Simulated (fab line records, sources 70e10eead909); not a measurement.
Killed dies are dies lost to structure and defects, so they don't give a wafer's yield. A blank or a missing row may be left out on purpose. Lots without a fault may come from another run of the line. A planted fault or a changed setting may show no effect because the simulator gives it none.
Chamber matching | flow nand_harc | NHARC_A_M0_ETCH_15 on rie_diel-12: 4 sister chambers
The step etches the open film in C4F8/Ar, target depth 150 nm, overetch 15 nm, time 82.5 s. 7 wafers are shown with their chamber, then 8 later ones without.

WAFERS WITH THEIR CHAMBER
wafer  | chamber | rf_vpp_V (V) | oes_product_au (a.u.)
L436.4 | 3       | 446          | 0.928
L436.5 | 2       | 444          | 0.933
L436.6 | 3       | 445          | 0.927
L438.5 | 1       | 443          | 0.921
L441.3 | 1       | 444          | 0.968
L441.5 | 0       | 437          | 0.960
L440.2 | 0       | 435          | 0.923

WAFERS WITHOUT THEIR CHAMBER
wafer  | rf_vpp_V (V) | oes_product_au (a.u.)
L440.5 | 444          | 0.929
L440.6 | 445          | 0.924
L443.2 | 437          | 0.980
L443.3 | 443          | 0.969
L443.5 | 444          | 0.974
L450.1 | 444          | 0.957
L450.2 | 446          | 0.948
L450.5 | 435          | 0.971

WHICH CHAMBER EACH WENT THROUGH
wafer  | from the rows above          | in truth
L440.5 | can't be placed: 2 or 1 or 3 | 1
L440.6 | can't be placed: 3 or 2 or 1 | 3
L443.2 | 0                            | 0
L443.3 | can't be placed: 1 or 2 or 3 | 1
L443.5 | can't be placed: 1 or 2 or 3 | 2
L450.1 | can't be placed: 1 or 2 or 3 | 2
L450.2 | can't be placed: 3 or 2 or 1 | 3
L450.5 | 0                            | 0
Placed correctly: 2 of 8. Can't be placed from these rows: 6 (the true chamber is among the candidates in 6). Placed wrongly: 0.
How it was worked out, from the rows above alone: a wafer's distance from a chamber is the root of the sum, over the readings, of the square of ((its reading less the chamber's mean) divided by the reading's scatter). The wafer belongs to the nearest chamber; if the next one is less than 2 further off, it can't be placed. A chamber's mean is the mean of its shown wafers. The scatter: the root of (the sum of the squares of (reading less its chamber's mean) over the shown wafers, divided by (wafers less chambers)).
